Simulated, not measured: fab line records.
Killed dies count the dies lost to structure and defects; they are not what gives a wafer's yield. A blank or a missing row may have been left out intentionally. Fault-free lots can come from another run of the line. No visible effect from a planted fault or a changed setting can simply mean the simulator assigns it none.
Matching of chambers	flow nand_harc	NHARC_A_STAIRCASE_DEP_151 on pecvd-03 has 3 sister chambers
The step deposits SiO2, target thk 7200 nm. 14 wafers are shown with their chamber, then 7 later ones without.

## EACH WAFER AND ITS CHAMBER
wafer	chamber	rf_fwd_power_W (W)	heater_power_w (W)	mfc_precursor_sccm (sccm)
L080.1	0	499.5	770	200.3
L080.4	0	499.9	655	200.4
L080.5	1	500.2	564	200.0
L082.1	0	497.9	696	200.0
L082.4	0	498.7	645	199.5
L082.6	1	500.4	555	200.0
L083.1	2	495.6	628	200.7
L083.4	2	497.6	547	200.0
L083.6	1	499.4	566	200.8
L085.1	0	500.9	748	198.6
L085.3	2	500.7	562	200.5
L085.5	0	499.5	646	199.9
L089.2	1	500.4	661	200.3
L089.3	2	495.8	671	199.6

SIGNATURES (averages over the wafers above)
reading	chamber 0	chamber 1	chamber 2	scatter within a chamber
rf_fwd_power_W	499.400	500.100	497.425	1.44
heater_power_w	693.33	586.50	602.00	54.3
mfc_precursor_sccm	199.783	200.275	200.200	0.552
Rule: distance of a wafer from a chamber = root of the sum over the readings of ((wafer's reading minus chamber's mean) / reading's scatter) squared. If the next closest chamber is less than 2 further off than the closest, the wafer can't be placed; otherwise it belongs to the closest. The scatter is the square root of a quotient: the sum, over the shown wafers, of each reading's squared deviation from its chamber's mean, divided by wafers minus chambers.

## WAFERS WITHOUT THEIR CHAMBER
wafer	rf_fwd_power_W (W)	heater_power_w (W)	mfc_precursor_sccm (sccm)
L089.5	500.2	558	199.8
L094.1	502.0	628	201.1
L094.3	500.8	715	200.0
L094.4	502.1	571	200.1
L096.2	497.2	711	200.1
L096.5	502.9	563	200.3
L096.6	498.6	656	200.2

## EACH ONE'S CHAMBER
wafer	from the rows above	in truth
L089.5	can't be placed: 1 or 2 or 0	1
L094.1	can't be placed: 1 or 0 or 2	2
L094.3	can't be placed: 0 or 1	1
L094.4	can't be placed: 1 or 0 or 2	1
L096.2	can't be placed: 0 or 2 or 1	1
L096.5	can't be placed: 1 or 0 or 2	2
L096.6	can't be placed: 0 or 2 or 1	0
Correctly placed: 0 of 7. These rows do not allow placing 7 (true chamber among the candidates in 7). Number placed wrongly: 0.
